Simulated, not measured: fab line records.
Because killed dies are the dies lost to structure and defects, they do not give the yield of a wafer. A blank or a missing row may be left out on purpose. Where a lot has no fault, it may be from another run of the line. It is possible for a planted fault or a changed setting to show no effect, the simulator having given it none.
A lot that was struck, set against a sound lot + flow nand-harc + 15 out of 1302 route steps
Sound: wafers L270.2, L270.5, L270.6. Struck: wafer L268.5; the same lot's L268.1 was not struck, so it is left out; see the end for the cause.
For every step that has rows: the tool of each side, followed by ch and its chambers, followed by its first start. Under that, the readings that differ: sound wafers + struck wafers + difference of the means + sigmas: that difference in standard deviations of wafers without a fault.
alike: same words and numbers on both sides, and readings whose means sit less than 2 such deviations apart. not compared: any withheld reading, any reading some wafer has no value for, any bound like >300 that may hide the same value, and any number with overlapping values for which the record gives no deviation.
Wherever a step has rows on one side only, a row that says differs or no value, or a row with sigmas, the two part there. Non-overlapping numbers with no deviation appear without sigmas and do not part them. A reading missing from all wafers of one side parts the sides only when that side holds two or more wafers.

first, 8 steps without rows for these wafers: NHARC_P_GATE_DEHYDRATE_18 (time 120 s); NHARC_P_GATE_HMDS_19 (time 30 s); NHARC_P_GATE_COAT_20 (resist thk 90 nm); NHARC_P_GATE_SOFTBAKE_21 (time 55 s); NHARC_P_GATE_EBR_22; NHARC_P_GATE_EXPOSE_23 (exposes mask P GATE, target cd 120 nm); NHARC_P_GATE_PEB_24 (peb time 65 s); NHARC_P_GATE_DEVELOP_25 (develop time 35 s).
NHARC_P_GATE_CD_MEAS_26: target cd 120 nm.
  sound on cd-sem-01 ch 0, day 13 06:58; struck on cd-sem-01 ch 0, day 12 12:26
  alike: cd-nm
NHARC_P_GATE_OVL_MEAS_27:
  sound on overlay-02 at day 13 07:04; struck on overlay-02 at day 12 12:32
  alike: overlay-x-nm, overlay-y-nm
NHARC_P_GATE_INSPECT_28:
  sound on defect-inspect-01 at day 13 07:07; struck on defect-inspect-01 at day 12 12:34
| reading          | sound | struck | difference | sigmas |
|------------------|-------|--------|------------|--------|
| raw-defect-count | 5 3 6 | 13     | +8         | +3     |
NHARC_P_GATE_DESCUM_31: chemistry O2, time 3 s.
  sound on rie-diel-05 ch 0,1,3, day 13 07:11; struck on rie-diel-07 ch 0, day 12 12:38
  alike: drypump-motor-current-A, mfc-ar-sccm, oes-product-au, rf-vpp-V, showerhead-plenum-p-Torr, throttle-valve-pct
  not compared: rf-hours-counter-h
NHARC_P_GATE_ETCH_104: etches the open film in CF4/CHF3, target depth 60 nm.
  sound on rie-diel-05 ch 1,2, day 13 07:16; struck on rie-diel-07 ch 2, day 12 12:51
| reading                 | sound             | struck | difference | sigmas |
|-------------------------|-------------------|--------|------------|--------|
| oes-product-au (a.u.)   | 0.979 0.972 0.972 | 0.656  | -0.318     | -14    |
| model.P_GATE.cd-nm (nm) | 119.5 119.9 119.1 | 121.1  | +1.6       |        |
  alike: drypump-motor-current-A, mfc-ar-sccm, rf-vpp-V, showerhead-plenum-p-Torr, throttle-valve-pct
NHARC_P_GATE_HM_OPEN_105: chemistry O2/COS, target depth 360 nm.
  sound: rie-diel-05 ch 1,2,3; struck: rie-diel-07 ch 2
  alike: drypump-motor-current-A, mfc-ar-sccm, oes-product-au, rf-vpp-V, showerhead-plenum-p-Torr, throttle-valve-pct
  not compared: rf-hours-counter-h
next, for these wafers, 1 step has no rows: NHARC_END_SORT_01.

## WHERE THEY PART
Earliest at NHARC_P_GATE_INSPECT_28; latest, in this record, at NHARC_P_GATE_ETCH_104. Later steps at which nothing parts them and some readings are alike: NHARC_P_GATE_HM_OPEN_105.

WHY: the cause the simulator had injected
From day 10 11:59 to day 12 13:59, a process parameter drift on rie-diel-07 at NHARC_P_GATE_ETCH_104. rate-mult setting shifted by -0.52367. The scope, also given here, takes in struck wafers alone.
